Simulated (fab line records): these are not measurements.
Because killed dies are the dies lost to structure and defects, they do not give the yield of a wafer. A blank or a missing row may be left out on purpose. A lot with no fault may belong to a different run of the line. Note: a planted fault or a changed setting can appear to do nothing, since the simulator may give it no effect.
Which tool did it? :: flow nand_harc :: route of 1302 steps, sampled at 1 step: 6 lots, 18 wafers

== WHAT THE GAUGES READ, wafer by wafer ==
NHARC_A_SLIT_OVL_MEAS_10.
lot: L862
measured: day 20 03:11
on: overlay-01
overlay_x_nm (nm): -0.1 -0.2 -0.6

lot: L865
measured: day 21 05:31
on: overlay-01
overlay_x_nm (nm): -0.3 0.4 -0.1

lot: L870
measured: day 23 12:11
on: overlay-01
overlay_x_nm (nm): 0.3 -0.1 0.2

lot: L871
measured: day 24 01:48
on: overlay-01
overlay_x_nm (nm): 1.4 1.3 1.0

lot: L876
measured: day 26 06:57
on: overlay-01
overlay_x_nm (nm): -0.1 0.5 -0.1

lot: L883
measured: day 28 21:04
on: overlay-01
overlay_x_nm (nm): -1.1 -1.6 -1.5

== WHICH TOOL RAN EACH LOT (tool, then ch and the chambers of the sampled wafers, then the start) ==
Before these readings, the record contains no process step.

== THE ANSWER, worked out from the rows above alone ==
Rule: usual is defined by the lots themselves. Put in order of their means at a reading, lots are off if they are a third of the lots or fewer, leave a main group of 4 or more, and stand apart from it by a gap of 3 or more times the standard deviation of the main group's means; of several such gaps the widest counts. A main group whose means are all the same, to the digits that the tables above print for the reading, isn't used. Also off: a lot with no number at a reading for which 4 or more lots have one. The other lots that the step has rows for count as sound.
None of the lots is off at any reading shown; this tells nothing.

== WHAT THE SIMULATOR HAD INSERTED ==
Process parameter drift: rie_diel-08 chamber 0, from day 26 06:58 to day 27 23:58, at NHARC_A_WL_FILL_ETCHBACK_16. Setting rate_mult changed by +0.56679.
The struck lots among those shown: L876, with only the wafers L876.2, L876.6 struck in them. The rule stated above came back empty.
